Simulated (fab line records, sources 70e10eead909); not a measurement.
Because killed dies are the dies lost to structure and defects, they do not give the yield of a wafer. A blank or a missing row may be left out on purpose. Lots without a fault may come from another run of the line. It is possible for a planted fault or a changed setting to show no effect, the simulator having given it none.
A struck lot beside a sound one || flow nand harc || 14 out of 1159 route steps
Sound: wafers L682.2, L682.4, L682.6. Wafers L672.2, L672.5, L672.6 were the ones struck. The cause is given at the end.
Order at every step that has rows: each side's tool, ch and its chambers, its first start. Under that, the readings that differ: sound wafers || struck wafers || difference of the means || sigmas: that difference in standard deviations of wafers without a fault.
alike: words and numbers the same on both sides, and readings whose means are apart by under 2 such deviations; not compared: readings that were withheld, readings missing a value for some wafer, numbers with overlapping values and no deviation given by the record, and bounds like >300 which may hide the same value.
Wherever a step has rows on one side only, a row that says differs or no value, or a row with sigmas, the two part there. When numbers do not overlap yet have no deviation, they are printed without sigmas and do not part them. A reading that every wafer of one side lacks parts them only if that side has two wafers or more.

NHARC_P_M1_PRE_CLEAN_30: time 30 s.
  sound on pvd sputter-02; struck on pvd sputter-02
  alike: heater power w, susceptor temp C
NHARC_P_M1_PVD_20: deposits TaN, target thk 5 nm, time 8.06 s.
  sound on pvd sputter-02; struck on pvd sputter-02
  alike: throttle valve pct
then, 3 steps without rows for these wafers: NHARC_P_M1_PVD_21 (deposits Cu, target thk 30 nm, time 20.49 s); NHARC_P_M1_ECD_22 (material Cu, target thk 400 nm); NHARC_P_M1_ANNEAL_31 (time 90 s).
NHARC_P_M1_CMP_23: polishes, t overpolish 20 s, target thk 157.82 nm.
  sound on cmp-02 ch 0,1,2, day 9 08:32; struck on cmp-01 ch 1,2, day 7 02:20
  alike: motor current A, time to endpoint s
NHARC_P_M1_THK_MEAS_24: measures by xrf.
  sound: film metro-01 at day 9 08:51; struck: film metro-01 at day 7 02:38
  alike: thk nm
following that, these wafers have no rows for 1 step: NHARC_P_M1_SRD_25.
NHARC_P_M1_INSPECT_27:
  sound: defect inspect-02 at day 9 09:00; struck: defect inspect-01 at day 7 02:47
  alike: raw defect count
NHARC_P_M1_PRE_CLEAN_32: time 12 s.
  sound on pecvd-02 ch 0,1,2, day 9 09:04; struck on pecvd-02 ch 1,2, day 7 02:53
  alike: heater power w, rf fwd power W, susceptor temp C
  not compared: since wet clean h
NHARC_P_M1_DEP_33: deposits SiCN, target thk 30 nm.
  sound on pecvd-02 ch 0,1,2, day 9 09:09; struck on pecvd-02 ch 1,2, day 7 03:01
  alike: heater power w, rf fwd power W, showerhead vpp V, susceptor temp C
  not compared: since wet clean h
NHARC_P_M2_DEP_00: deposits SiOC, target thk 182.5 nm.
  sound on pecvd-02 ch 0,1, day 9 09:38; struck on pecvd-02 ch 0,2, day 7 04:07
  alike: rf fwd power W, showerhead vpp V
  not compared: since wet clean h
then, 1 step without rows for these wafers: NHARC_P_M2_DEHYDRATE_01 (time 120 s).
-- jump in the record: it breaks off in module P_M2 and resumes in module END (first step shown: number 1159 of the route), and 13 days separate the struck wafers' starts before and after --
NHARC_END_SORT_01:
  at this point the record logs the struck wafers (prober-01 ch 0, day 20 13:33) and has no rows for the sound ones

== WHERE THEY PART ==
Only at NHARC_END_SORT_01, within this record.

WHY: what the simulator had put in
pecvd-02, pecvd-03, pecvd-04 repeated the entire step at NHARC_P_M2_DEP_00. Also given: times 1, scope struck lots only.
